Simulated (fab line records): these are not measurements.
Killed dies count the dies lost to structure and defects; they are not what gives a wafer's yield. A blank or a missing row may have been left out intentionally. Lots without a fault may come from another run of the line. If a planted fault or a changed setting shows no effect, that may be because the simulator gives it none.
What tool caused it? + flow n5 finfet + 11 lots, 33 wafers sampled, at 1 step of a route of 1938

== WHAT THE GAUGES READ, wafer by wafer ==
N5_BEOL_M9_THK_MEAS_01.
| lot  | measured     | on            | M9_ILD_THK (nm) |
|------|--------------|---------------|-----------------|
| L839 | day 10 04:22 | film metro-02 | 267 264 268     |
| L842 | day 10 12:10 | film metro-01 | 265 264 268     |
| L844 | day 11 15:45 | film metro-02 | 265 269 270     |
| L848 | day 12 20:05 | film metro-01 | 268 268 276     |
| L850 | day 13 13:53 | film metro-02 | 264 268 269     |
| L851 | day 14 08:33 | film metro-01 | 266 262 265     |
| L855 | day 15 01:02 | film metro-01 | 269 270 267     |
| L861 | day 15 10:17 | film metro-01 | 266 271 271     |
| L858 | day 15 11:13 | film metro-01 | 266 269 270     |
| L862 | day 16 06:18 | film metro-02 | 265 268 271     |
| L860 | day 17 05:38 | film metro-01 | 262 261 269     |

== TOOL THAT RAN EACH LOT (tool first, then ch and the chambers of the sampled wafers, then the start) ==
The record shows no process step preceding these readings.

== WHAT THE TOOLS THEMSELVES READ (means of the sampled wafers that have a number; where no wafer has one, the mark that the record gives instead) ==
The record holds no such reading with a usual standard deviation.

== THE ANSWER, worked out from the rows above alone ==
Rule: the lots themselves supply what counts as usual. The widest of any qualifying gaps counts: lots, ordered by their means at a reading, are off when they make up no more than a third of the lots, leave a main group of 4 or more, and stand apart from it by 3 or more times the standard deviation of that group's means. Not used: any main group whose means are identical at the precision the tables above print for the reading. Also off: a lot with no number at a reading for which 4 or more lots have one. Where the step has rows for the other lots, those lots are counted as sound. The gauges are gone through in route order, then the tools' own readings, and for those a lot's mean is taken as printed above. At the first step where some lot is off, the reading lying furthest off is the one used; lots without a number count as furthest.
No lot is off on any of the readings shown, so nothing can be concluded from this.

== WHAT WAS PUT IN BY THE SIMULATOR ==
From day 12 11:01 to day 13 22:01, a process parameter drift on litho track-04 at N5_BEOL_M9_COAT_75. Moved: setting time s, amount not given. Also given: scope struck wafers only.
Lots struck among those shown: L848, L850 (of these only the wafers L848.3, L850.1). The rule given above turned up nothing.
